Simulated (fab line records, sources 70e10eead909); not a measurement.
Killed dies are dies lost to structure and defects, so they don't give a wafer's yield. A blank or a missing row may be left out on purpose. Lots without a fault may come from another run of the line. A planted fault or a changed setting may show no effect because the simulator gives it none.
Chamber matching | flow nand_harc | NHARC_A_M0_DESCUM_14 on rie_diel-08: 4 sister chambers
The step chemistry O2, time 3 s. 20 wafers are shown with their chamber, then 10 later ones without.

WAFERS WITH THEIR CHAMBER
wafer  | chamber | showerhead_plenum_p_Torr (Torr) | throttle_valve_pct (%) | oes_product_au (a.u.)
L082.2 | 2       | 1.86                            | 11.307                 | 1.003
L082.3 | 3       | 2.03                            | 11.297                 | 1.013
L082.6 | 3       | 2.03                            | 11.313                 | 1.008
L081.1 | 2       | 1.86                            | 11.314                 | 1.000
L081.3 | 0       | 2.02                            | 11.303                 | 0.999
L081.6 | 2       | 1.86                            | 11.314                 | 0.999
L084.3 | 3       | 2.03                            | 11.304                 | 1.017
L084.4 | 0       | 2.02                            | 11.301                 | 1.014
L084.5 | 3       | 2.03                            | 11.311                 | 1.013
L079.1 | 2       | 1.86                            | 11.315                 | 1.001
L079.3 | 0       | 2.01                            | 11.304                 | 1.002
L079.5 | 0       | 2.01                            | 11.307                 | 0.996
L087.1 | 3       | 2.03                            | 11.299                 | 1.006
L087.2 | 2       | 1.86                            | 11.318                 | 1.000
L087.5 | 2       | 1.86                            | 11.313                 | 0.995
L092.1 | 0       | 2.01                            | 11.300                 | 1.000
L092.5 | 1       | 1.82                            | 11.307                 | 1.008
L092.6 | 2       | 1.86                            | 11.302                 | 1.017
L093.1 | 1       | 1.82                            | 11.306                 | 0.988
L093.2 | 3       | 2.03                            | 11.316                 | 1.012

SIGNATURES (means of the wafers above)
reading                  | chamber 0 | chamber 1 | chamber 2 | chamber 3 | scatter within a chamber
showerhead_plenum_p_Torr | 2.0140    | 1.8200    | 1.8600    | 2.0300    | 0.00274
throttle_valve_pct       | 11.30300  | 11.30650  | 11.31186  | 11.30667  | 0.00567
oes_product_au           | 1.00220   | 0.99800   | 1.00214   | 1.01150   | 0.00691
Rule: a wafer's distance from a chamber is the root of the sum, over the readings, of the square of ((its reading less the chamber's mean) divided by the reading's scatter). The wafer belongs to the nearest chamber; if the next one is less than 2 further off, it can't be placed. The scatter: the root of (the sum of the squares of (reading less its chamber's mean) over the shown wafers, divided by (wafers less chambers)).

WAFERS WITHOUT THEIR CHAMBER
wafer  | showerhead_plenum_p_Torr (Torr) | throttle_valve_pct (%) | oes_product_au (a.u.)
L093.5 | 1.82                            | 11.304                 | 1.005
L094.1 | 1.86                            | 11.309                 | 0.995
L094.2 | 2.01                            | 11.319                 | 0.994
L094.3 | 2.03                            | 11.311                 | 1.006
L094.4 | 1.82                            | 11.314                 | 0.994
L094.5 | 2.01                            | 11.299                 | 1.002
L094.6 | 2.03                            | 11.317                 | 1.012
L096.3 | 1.81                            | 11.305                 | 0.991
L096.5 | 2.01                            | 11.303                 | 0.999
L096.6 | 1.82                            | 11.315                 | 0.992

WHICH CHAMBER EACH WENT THROUGH
wafer  | from the rows above | in truth
L093.5 | 1                   | 1
L094.1 | 2                   | 2
L094.2 | 0                   | 0
L094.3 | 3                   | 3
L094.4 | 1                   | 1
L094.5 | 0                   | 0
L094.6 | 3                   | 3
L096.3 | 1                   | 1
L096.5 | 0                   | 0
L096.6 | 1                   | 1
Placed correctly: 10 of 10. Can't be placed from these rows: 0. Placed wrongly: 0.
